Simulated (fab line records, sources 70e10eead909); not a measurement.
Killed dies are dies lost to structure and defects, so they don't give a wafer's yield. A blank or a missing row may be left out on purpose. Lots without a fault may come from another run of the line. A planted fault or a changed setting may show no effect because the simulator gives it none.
fab line records | flow nand_harc
record lots=6 wafers=18 last_day=33
route steps=1302 shown THIN_TSV@1287 END@1302
lots that met no fault: from a run of the same line without faults
start_h: hours from the record's first day to the start of the lot's first wafer shown | wait_h: hours since the lot's step before | " the same as in the row above | L1.1+2: a row that stands for several wafers | - no value, or no start given | * or withheld: withheld | < > ~ a bound
route shown NAME@n: a module of which the file shows steps, and the number in the route of the first | usual: mean/standard deviation of fault-free wafers | same: alike in all rows | chamber/n: place in a boat | sites: the reading at each site | _std_site: their standard deviation | _edge_site: outer sites' mean less inner sites' | radius_mm: how far each site lies from the wafer's centre | mask NAME#n: copy n | behind: the tool/chamber that last shaped the wafer | hold: why the lot was held/for how many hours/how that ended | device: the transistor (n, p or np) that didn't switch | end of line: the same wafers' tests at the end of the route | a step without rows: its recipe alone | killed: dies lost to structure and defects at the first sort, not the wafer's yield | map: a wafer's dies, x killed, . not, _ none there
set.NAME: the setting as run; set.NAME@STEP: as run at that earlier step | model.NAME: the simulator's own value behind a step, which no gauge read
lots at some steps of the route; a table a step, a row a wafer
services: from which hour (start_h, from the record's first day; less than 0 if before it) a tool's chamber was out of use, for how many hours, and why
## steps
# step NHARC_THIN_TSV_EBR_29
# step NHARC_THIN_TSV_EXPOSE_30
# recipe na=0.55 dose_mj=11.47 mask_id=PAD
# step NHARC_THIN_TSV_PEB_31
# recipe peb_temp_c=118 peb_time_s=85
# step NHARC_THIN_TSV_DEVELOP_32
# recipe time_s=70
# step NHARC_THIN_TSV_CD_MEAS_33
# recipe target_cd_nm=5000 landing_energy_ev=500
# usual cd_nm=4999.7/1.9
# columns lot.wafer tool chamber start_h wait_h cd_nm
L223.1 cd_sem-02 0 571.12 - 5000.3
L223.2 " 0 " " 4999.2
L223.4 " 0 " " 4999.1
L232.1 cd_sem-01 0 665.28 - 4999.1
L232.3 " 0 " " 4999.1
L232.4 " 0 " " 4998.9
L233.3 cd_sem-03 0 675.52 - 5001.0
L233.5 " 0 " " 5003.5
L233.6 " 0 " " 5001.7
L234.3 cd_sem-02 0 676.69 - 5001.2
L234.4 " 0 " " 5003.0
L234.6 " 0 " " 5002.6
L237.1 cd_sem-03 0 704.14 - 4997.0
L237.2 " 0 " " 4996.9
L237.5 " 0 " " 4995.3
L243.2 cd_sem-03 0 772.51 - 4997.2
L243.4 " 0 " " 4999.0
L243.5 " 0 " " 4998.6
# step NHARC_THIN_TSV_HARDBAKE_34
# recipe temp_c=125 time_s=80
# step NHARC_THIN_TSV_DESCUM_35
# recipe time_s=3 o2_flow_sccm=200 ar_flow_sccm=0 bias_power_w=0 chemistry=O2
# usual drypump_motor_current_A=5.7/0.58 oes_product_au=1.003/0.011 rf_vpp_V=57.8/0.92 showerhead_plenum_p_Torr=1.92/0.061 throttle_valve_pct=11.310/0.0088
# columns lot.wafer tool chamber start_h wait_h drypump_motor_current_A oes_product_au rf_hours_counter_h rf_vpp_V showerhead_plenum_p_Torr throttle_valve_pct
L223.2 rie_diel-09 3 571.30 - 4.9 1.001 3.5 58.2 1.88 11.311
L223.1 " 0 " " 5.7 1.002 4.5 58.9 1.89 11.305
L223.4 " 3 " " 4.9 0.997 - 57.1 1.88 11.318
L232.1 rie_diel-12 2 665.45 - 6.1 0.990 2.4 57.1 1.84 11.311
L232.4 " 3 " " 6.5 1.010 0.8 59.5 1.93 11.309
L232.3 " 0 " " 5.1 1.009 2.0 56.8 1.97 11.323
L233.3 rie_diel-12 0 675.70 - 5.0 1.012 2.8 58.2 1.97 11.319
L233.6 " 2 " " 6.2 1.016 - 56.8 1.84 11.325
L233.5 " 3 " " 6.5 1.018 - 58.2 1.93 11.311
L234.3 rie_diel-12 1 676.86 - 6.1 1.019 3.0 57.2 1.89 11.310
L234.4 " 3 " " 6.5 1.021 1.7 57.2 1.93 11.307
L234.6 " 0 " " 5.1 1.006 - 56.2 1.97 11.315
L237.1 rie_diel-12 2 704.31 - 6.2 1.005 5.0 57.6 1.83 11.310
L237.2 " 3 " " 6.5 1.017 3.6 59.0 1.93 11.308
L237.5 " 2 " " 6.2 1.006 - 57.4 1.83 11.303
L243.2 rie_diel-09 0 772.68 - 5.7 0.981 5.0 57.9 1.89 11.304
L243.4 " 2 " " 5.3 0.990 4.7 58.7 1.99 11.300
L243.5 " 0 " " 5.7 0.995 - 57.4 1.89 11.329
# step NHARC_THIN_TSV_ETCH_59
# recipe target_depth_a=8800 icp_w=900 bias_w=100 Cl2_flow_sccm=60 bcl3_flow_sccm=30 time_s=138.1 chemistry=Cl2/BCl3
# usual drypump_motor_current_A=5.7/0.37 he_backside_leak_sccm=3.24/0.12 oes_product_au=1.003/0.0099 throttle_valve_pct=22.264/0.0087
# columns lot.wafer tool chamber start_h wait_h drypump_motor_current_A he_backside_leak_sccm oes_product_au rf_hours_counter_h throttle_valve_pct
L223.2 rie_metal-02 0 571.43 0.1 5.8 3.15 0.995 2.1 22.254
L223.1 " 1 " " 5.7 3.26 1.000 2.0 22.254
L223.4 " 0 " " 5.8 3.10 1.016 - 22.262
L232.1 rie_metal-01 0 665.56 0.1 5.7 3.19 1.016 1.1 22.278
L232.3 " 0 " " 5.7 3.09 1.011 - 22.279
L232.4 " 0 " " 5.7 3.28 1.015 - 22.269
L233.3 rie_metal-01 0 675.95 0.2 5.7 3.27 1.008 - 22.260
L233.5 " 0 " " 5.7 3.18 0.997 - 22.276
L233.6 " 0 " " 5.7 3.36 0.997 - 22.256
L234.4 rie_metal-03 1 677.05 0.1 5.0 3.15 1.009 - 22.265
L234.3 " 0 " " 6.2 3.18 1.008 - 22.271
L234.6 " 1 " " 5.0 3.23 1.010 - 22.264
L237.2 rie_metal-02 0 704.43 0.1 5.8 3.26 1.022 1.3 22.261
L237.1 " 1 " " 5.7 3.27 1.002 1.3 22.248
L237.5 " 1 " " 5.6 3.30 1.004 - 22.282
L243.2 rie_metal-01 0 772.79 0.1 5.7 3.29 1.002 0.7 22.266
L243.4 " 1 " " 6.0 3.33 1.009 - 22.278
L243.5 " 0 " " 5.7 3.20 0.998 - 22.258
# step NHARC_THIN_TSV_ETCH_36
# recipe target_depth_a=650 over_etch_frac=0.3 time_s=18.571 ion_energy_ev=150 chemistry=Cl2/BCl3
# usual drypump_motor_current_A=5.7/0.36 he_backside_leak_sccm=3.3/0.31 oes_product_au=1.003/0.0081
# same over_etch_frac=0.3
# columns lot.wafer tool chamber start_h wait_h drypump_motor_current_A he_backside_leak_sccm oes_product_au rf_hours_counter_h
L223.2 rie_metal-02 0 571.69 0.2 5.8 3.1 1.003 2.2
L223.1 " 1 " " 5.7 3.4 0.994 2.1
L223.4 " 1 " " 5.7 3.3 0.992 -
L232.1 rie_metal-01 0 666.05 0.4 5.7 3.2 1.010 1.4
L232.3 " 0 " " 5.7 3.2 1.012 -
L232.4 " 0 " " 5.7 3.1 1.018 -
L233.3 rie_metal-01 0 676.30 0.3 5.7 3.3 1.006 -
L233.5 " 0 " " 5.7 3.3 1.004 -
L233.6 " 0 " " 5.7 3.1 1.001 -
L234.3 rie_metal-03 0 677.25 0.1 6.2 3.2 1.003 -
L234.4 " 1 " " 5.0 3.3 1.012 -
L234.6 " 1 " " 5.0 3.1 1.002 -
L237.2 rie_metal-02 1 704.69 0.2 5.7 3.3 0.985 1.4
L237.1 " 0 " " 5.8 3.0 1.013 1.4
L237.5 " 0 " " 5.8 3.1 1.008 -
L243.2 rie_metal-01 0 773.06 0.2 5.7 3.3 1.001 0.8
L243.4 " 0 " " 5.7 3.2 1.002 -
L243.5 " 0 " " 5.7 3.3 1.006 -
# step NHARC_THIN_TSV_STRIP_56
# recipe power_w=1500 temp_c=250 chemistry=O2
# usual drypump_motor_current_A=5.7/0.46 heater_power_w=374/40
# columns lot.wafer tool chamber start_h wait_h drypump_motor_current_A heater_power_w rf_hours_counter_h
L223.2 plasma_asher-01 1 571.80 0.1 6.0 394 10
L223.1 " 0 " " 6.1 318 10
L223.4 " 0 " " 6.1 308 -
L232.1 plasma_asher-01 0 666.23 0.2 6.1 310 33
L232.4 " 1 " " 5.9 397 -
L232.3 " 0 " " 6.1 320 -
L233.3 plasma_asher-02 1 676.51 0.2 4.9 424 -
L233.6 " 1 " " 4.9 426 -
L233.5 " 0 " " 5.4 367 -
L234.4 plasma_asher-01 0 677.43 0.2 6.1 318 -
L234.3 " 1 " " 5.9 396 -
L234.6 " 1 " " 5.9 390 -
L237.2 plasma_asher-02 1 704.81 0.1 4.9 428 23
L237.1 " 0 " " 5.4 376 23
L237.5 " 0 " " 5.4 378 -
L243.2 plasma_asher-01 0 773.15 0.1 6.1 326 15
L243.4 " 0 " " 6.1 315 -
L243.5 " 1 " " 5.9 386 -
# step NHARC_THIN_TSV_STRIP_57
# recipe time_s=1200 temp_c=72.5 chemistry=post_etch_residue_remover
# step NHARC_THIN_TSV_CD_MEAS_37
# usual cd_nm=5001.0/2.5
# columns lot.wafer tool chamber start_h wait_h cd_nm
L223.1 cd_sem-03 - 572.60 - 4999.6
L223.2 " - " " 5000.4
L223.4 " - " " 4999.2
L232.1 cd_sem-03 - 666.98 - 4999.6
L232.3 " - " " 4999.8
L232.4 " - " " 4999.4
L233.3 cd_sem-03 - 677.21 - 5000.0
L233.5 " - " " 5003.5
L233.6 " - " " 5001.6
L234.3 cd_sem-01 - 678.13 - 5001.1
L234.4 " - " " 5002.3
L234.6 " - " " 5001.5
L237.1 cd_sem-03 - 705.60 - 4997.2
L237.2 " - " " 4996.2
L237.5 " - " " 4994.7
L243.2 cd_sem-03 - 773.95 - 4999.6
L243.4 " - " " 5003.4
L243.5 " - " " 5000.6
# step NHARC_THIN_TSV_ANNEAL_58
# recipe temp_c=400 time_s=1800
# usual run_length_s=1817/5.2 spike_tc_bottom_C=426/5.1 spike_tc_centre_C=400.6/1.4
# columns lot.wafer tool chamber start_h wait_h run_length_s spike_tc_bottom_C spike_tc_centre_C
L223.1 furnace-04 0 579.17 6.6 1823 423 398.1
L223.2 " 0 " " 1823 424 399.3
L223.4 " 0 " " 1823 422 398.8
L232.1 furnace-02 - 670.06 3.1 - - -
L232.3 " - " " - - -
L232.4 " - " " - - -
L233.3 furnace-08 - 681.63 4.4 - - -
L233.5 " - " " - - -
L233.6 " - " " - - -
L234.3 furnace-08 0 681.63 3.5 1815 432 401.7
L234.4 " 0 " " 1815 430 400.2
L234.6 " 0 " " 1815 431 401.0
L237.1 furnace-08 0 708.75 3.1 1813 431 402.2
L237.2 " 0 " " 1813 434 400.6
L237.5 " 0 " " 1813 433 401.8
L243.2 furnace-02 0 774.53 0.6 1813 422 399.2
L243.4 " 0 " " 1813 422 402.7
L243.5 " 0 " " 1813 422 399.3
# step NHARC_THIN_TSV_INSPECT_40
# usual raw_defect_count=546/80
# columns lot.wafer tool chamber start_h wait_h raw_defect_count
L223.1 defect_inspect-01 - 580.61 0.4 641
L223.2 " - " " 436
L223.4 " - " " 645
L232.1 defect_inspect-01 - 671.51 0.4 532
L232.3 " - " " 597
L232.4 " - " " 553
L233.3 defect_inspect-02 - 683.08 0.4 517
L233.5 " - " " 460
L233.6 " - " " 493
L234.3 defect_inspect-01 - 683.08 0.4 541
L234.4 " - " " 551
L234.6 " - " " 587
L237.1 defect_inspect-01 - 710.18 0.4 642
L237.2 " - " " 488
L237.5 " - " " 485
L243.2 defect_inspect-01 - 775.97 0.4 507
L243.4 " - " " 498
L243.5 " - " " 521
# step NHARC_END_SORT_01
# recipe temp_c=25
# usual defect_limited_yield=89.9/2.7 killed_at_array=64/18 killed_at_other=0.8/1.1 killed_at_periphery=3.8/2.7 killed_dies=68/18 killed_open=3.3/1.9 killed_short=2.3/1.8
# same gross_dies=677
# columns lot.wafer tool chamber start_h wait_h defect_limited_yield[%] killed_at_array killed_at_other killed_at_periphery killed_dies killed_open killed_short
L234.3 prober-01 0 687.73 3.1 86.7 86 0 4 90 0 3
L234.4 prober-01 0 688.53 3.4 84.8 95 0 8 103 4 2
L234.6 prober-01 0 690.12 4.0 88.2 78 0 2 80 2 3
L233.3 prober-02 0 687.78 3.1 93.2 43 1 2 46 5 3
L233.5 prober-02 0 689.39 3.7 93.4 45 0 0 45 3 2
L233.6 prober-02 0 690.19 4.0 91.7 47 1 8 56 2 7
L237.1 prober-01 0 713.32 2.6 90.7 58 0 5 63 3 7
L237.2 prober-01 0 714.11 2.9 91.0 49 1 11 61 7 1
L237.5 prober-01 0 716.50 3.7 94.4 35 0 3 38 0 3
# killed by level:class
L234.3 A_SLIT:chamber_film_flake=33 A_CHANNEL_HOLE_D1:chamber_film_flake=24 A_CHANNEL_HOLE_D2:chamber_film_flake=15 A_CONTACT:chamber_film_flake=4 P_CONTACT:chamber_film_flake=3 A_CHANNEL_FILL_D2:chamber_film_flake=3 A_CHANNEL_FILL_D2:geometric_particle:short=2 A_STAIRCASE:chamber_film_flake=2
L233.3 A_CHANNEL_HOLE_D1:chamber_film_flake=25 A_CHANNEL_FILL_D1:chamber_film_flake=4 A_WL_FILL:chamber_film_flake=3 A_CHANNEL_FILL_D2:geometric_particle:open=2 P_M1:geometric_particle:open=1 A_ONON_D1:geometric_particle:short=1 A_CHANNEL_FILL_D1:geometric_particle:open=1 A_CHANNEL_FILL_D2:geometric_particle:short=1
L234.4 A_SLIT:chamber_film_flake=35 A_CHANNEL_HOLE_D1:chamber_film_flake=28 A_CHANNEL_HOLE_D2:chamber_film_flake=22 P_CONTACT:chamber_film_flake=6 A_CONTACT:chamber_film_flake=3 A_ONON_D1:geometric_particle:open=2 A_BLC:chamber_film_flake=2 P_CONTACT:geometric_particle:open=1
L233.5 A_CHANNEL_HOLE_D1:chamber_film_flake=31 A_WL_FILL:chamber_film_flake=4 A_CONTACT:chamber_film_flake=3 A_CHANNEL_FILL_D1:chamber_film_flake=2 A_CHANNEL_FILL_D1:geometric_particle:open=1 A_DECK1_JOINT:geometric_particle:open=1 A_ONON_D2:geometric_particle:short=1 A_WL_FILL:geometric_particle:short=1
L234.6 A_CHANNEL_HOLE_D1:chamber_film_flake=30 A_SLIT:chamber_film_flake=27 A_CHANNEL_HOLE_D2:chamber_film_flake=12 A_CONTACT:chamber_film_flake=2 A_CHANNEL_HOLE_D1:geometric_particle:open=1 A_ONON_D2:geometric_particle:open=1 A_ONON_D2:geometric_particle:short=1 A_STAIRCASE:geometric_particle:short=1
L233.6 A_CHANNEL_HOLE_D1:chamber_film_flake=29 A_WL_FILL:chamber_film_flake=6 P_STI:chamber_film_flake=4 A_CHANNEL_FILL_D1:chamber_film_flake=3 A_SGD_CUT:geometric_particle:short=2 A_CHANNEL_FILL_D1:geometric_particle:short=2 P_CONTACT:geometric_particle:short=1 P_M1:geometric_particle:short=1
L237.1 A_SLIT:chamber_film_flake=34 A_CHANNEL_HOLE_D1:chamber_film_flake=7 A_WL_FILL:geometric_particle:short=4 P_M1:chamber_film_flake=4 A_STAIRCASE:chamber_film_flake=3 A_CONTACT:chamber_film_flake=3 A_CONTACT:geometric_particle:open=2 A_ONON_D1:geometric_particle:open=1
L237.2 A_SLIT:chamber_film_flake=37 P_M1:chamber_film_flake=5 A_CHANNEL_HOLE_D1:chamber_film_flake=4 A_CONTACT:chamber_film_flake=3 P_CONTACT:geometric_particle:open=2 P_M0:geometric_particle:open=2 STARTING-WAFER:geometric_particle:open=1 A_CHANNEL_FILL_D2:geometric_particle:short=1
L237.5 A_SLIT:chamber_film_flake=19 A_CHANNEL_HOLE_D1:chamber_film_flake=6 A_CONTACT:chamber_film_flake=5 A_ONON_D1:geometric_particle:short=2 A_M1:chamber_film_flake=2 P_M1:geometric_particle:short=1 P_STI:chamber_film_flake=1 P_GATE:chamber_film_flake=1
## services
# columns tool chamber start_h hours kind
plasma_asher-02 - 564.40 19.4 repair
furnace-02 - 569.14 26.0 pm
rie_diel-09 1 570.75 21.0 repair
rie_metal-01 - 575.00 9.0 pm
rie_metal-01 0 575.00 9.0 vent_cycle
rie_metal-01 1 575.00 9.0 vent_cycle
rie_metal-01 0 584.00 - clean
rie_metal-01 1 584.00 - clean
plasma_asher-01 - 592.51 1.7 repair
plasma_asher-02 - 603.25 9.0 pm
rie_diel-12 - 622.40 9.0 pm
rie_diel-09 - 625.80 0.3 repair
rie_metal-02 - 631.00 9.0 pm
rie_metal-03 1 642.96 4.0 repair
rie_metal-01 1 656.57 35.0 repair
rie_diel-09 3 657.87 2.5 repair
rie_diel-09 - 674.10 9.0 pm
rie_metal-03 - 688.71 0.2 repair
rie_metal-03 - 696.00 9.0 pm
plasma_asher-01 - 696.39 9.0 pm
rie_diel-12 2 706.26 2.7 repair
furnace-08 - 719.08 3.8 repair
furnace-04 - 739.56 38.7 repair
rie_metal-01 - 752.00 9.0 pm
## key
first_sign step=NHARC_THIN_TSV_ANNEAL_58 reading=tool_record direction=missing
effect none on later readings
met_at NHARC_THIN_TSV_ANNEAL_58
struck_wafers L232.1,L232.3,L232.4,L233.3,L233.5,L233.6
fault kind=skipped_step_whole tool=furnace-02,furnace-08 chamber=- onset_h=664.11 steps=NHARC_THIN_TSV_ANNEAL_58 scope=struck_lots_only
